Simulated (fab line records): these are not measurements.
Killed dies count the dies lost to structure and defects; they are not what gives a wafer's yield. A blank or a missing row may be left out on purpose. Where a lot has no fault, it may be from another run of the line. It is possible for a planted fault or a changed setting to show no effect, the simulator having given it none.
What tool caused it? / flow nand harc / 24 lots, 72 wafers sampled, at 2 steps of a route of 1159

== WHAT THE GAUGES READ, wafer by wafer ==
NHARC_A_CHANNEL_HOLE_D1_INSPECT_40. Usual: 58 for raw defect count, sd 14.
lot=L074; measured=day 8 13:02; on=defect inspect-02; raw defect count=57 51 50; flag=
lot=L075; measured=day 8 20:50; on=defect inspect-01; raw defect count=67 72 45; flag=
lot=L076; measured=day 9 00:32; on=defect inspect-02; raw defect count=64 46 52; flag=
lot=L077; measured=day 9 03:53; on=defect inspect-02; raw defect count=37 55 59; flag=
lot=L078; measured=day 9 14:10; on=defect inspect-01; raw defect count=82 58 66; flag=
lot=L080; measured=day 10 00:26; on=defect inspect-01; raw defect count=38 38 47; flag=
lot=L079; measured=day 10 00:37; on=defect inspect-02; raw defect count=41 49 47; flag=
lot=L082; measured=day 10 09:32; on=defect inspect-02; raw defect count=70 50 56; flag=
lot=L081; measured=day 10 09:47; on=defect inspect-02; raw defect count=75 53 54; flag=
lot=L084; measured=day 10 20:08; on=defect inspect-02; raw defect count=49 46 37; flag=
lot=L083; measured=day 10 20:29; on=defect inspect-02; raw defect count=71 77 85; flag=
lot=L087; measured=day 11 15:22; on=defect inspect-01; raw defect count=58 40 47; flag=
lot=L085; measured=day 11 15:38; on=defect inspect-02; raw defect count=67 60 49; flag=
lot=L086; measured=day 11 19:58; on=defect inspect-01; raw defect count=61 38 27; flag=
lot=L088; measured=day 12 03:16; on=defect inspect-02; raw defect count=73 54 69; flag=
lot=L090; measured=day 12 11:02; on=defect inspect-02; raw defect count=77 58 71; flag=
lot=L089; measured=day 12 11:09; on=defect inspect-01; raw defect count=48 34 56; flag=
lot=L091; measured=day 12 15:20; on=defect inspect-02; raw defect count=80 67 69; flag=
lot=L092; measured=day 12 23:23; on=defect inspect-02; raw defect count=52 39 38; flag=
lot=L093; measured=day 13 09:19; on=defect inspect-01; raw defect count=58 61 57; flag=
lot=L094; measured=day 13 09:48; on=defect inspect-02; raw defect count=49 65 56; flag=
lot=L096; measured=day 13 22:35; on=defect inspect-01; raw defect count=36 48 57; flag=
lot=L097; measured=day 14 02:45; on=defect inspect-01; raw defect count=71 63 46; flag=
lot=L095; measured=day 14 06:55; on=defect inspect-01; raw defect count=55 56 48; flag=

NHARC_A_CHANNEL_FILL_D1_INSPECT_13. Usual: 285 for raw defect count, sd 98.
lot=L074; measured=day 10 21:36; on=defect inspect-01; raw defect count=275 347 316; flag=
lot=L075; measured=day 11 00:12; on=defect inspect-01; raw defect count=265 272 263; flag=
lot=L076; measured=day 11 04:19; on=defect inspect-02; raw defect count=435 410 554; flag=
lot=L077; measured=day 11 04:15; on=defect inspect-01; raw defect count=267 270 344; flag=
lot=L078; measured=day 11 14:16; on=defect inspect-02; raw defect count=355 155 267; flag=
lot=L080; measured=day 12 00:12; on=defect inspect-02; raw defect count=357 337 337; flag=
lot=L079; measured=day 12 00:11; on=defect inspect-01; raw defect count=313 163 267; flag=
lot=L082; measured=day 12 12:49; on=defect inspect-01; raw defect count=260 200 205; flag=
lot=L081; measured=day 12 17:01; on=defect inspect-01; raw defect count=326 506 297; flag=
lot=L084; measured=day 12 20:23; on=defect inspect-01; raw defect count=379 369 223; flag=
lot=L083; measured=day 12 20:19; on=defect inspect-02; raw defect count=166 227 260; flag=
lot=L087; measured=day 13 17:07; on=defect inspect-01; raw defect count=326 181 352; flag=
lot=L085; measured=day 13 17:18; on=defect inspect-01; raw defect count=465 219 214; flag=
lot=L086; measured=day 14 02:20; on=defect inspect-01; raw defect count=172 141 191; flag=
lot=L088; measured=day 14 06:02; on=defect inspect-02; raw defect count=280 234 292; flag=
lot=L090; measured=day 14 11:59; on=defect inspect-02; raw defect count=444 342 387; flag=
lot=L089; measured=day 14 12:09; on=defect inspect-02; raw defect count=169 228 221; flag=
lot=L091; measured=day 14 16:38; on=defect inspect-02; raw defect count=185 151 210; flag=
lot=L092; measured=day 15 02:31; on=defect inspect-02; raw defect count=373 181 252; flag=
lot=L093; measured=day 15 09:59; on=defect inspect-02; raw defect count=387 432 389; flag=
lot=L094; measured=day 15 09:57; on=defect inspect-01; raw defect count=349 248 260; flag=
lot=L096; measured=day 15 22:49; on=defect inspect-02; raw defect count=240 252 272; flag=
lot=L097; measured=day 16 07:54; on=defect inspect-01; raw defect count=116 174 271; flag=
lot=L095; measured=day 16 07:59; on=defect inspect-02; raw defect count=439 460 391; flag=

== TOOL THAT RAN EACH LOT (tool first, then ch and the chambers of the sampled wafers, then the start) ==
There is no process step in the record ahead of these readings.

== WHAT THE TOOLS THEMSELVES READ (means of the sampled wafers that have a number; where no wafer has one, the mark that the record gives instead) ==
The record holds no such reading with a usual standard deviation.

== THE ANSWER, worked out from the rows above alone ==
Rule: take the mean of a lot's wafers that have a number; if it is more than 3 standard deviations from the usual mean, the lot is off. Also off: a lot with no number at a reading for which 4 or more lots have one. Any other lot the step has rows for is counted as sound. First the gauges in route order, then the tools' own readings, where a lot's mean is used as printed above. At the first step where some lot is off, the reading lying furthest off is the one used; lots without a number count as furthest.
None of the lots is off at any reading shown; this tells nothing.

== WHAT THE SIMULATOR HAD PUT IN ==
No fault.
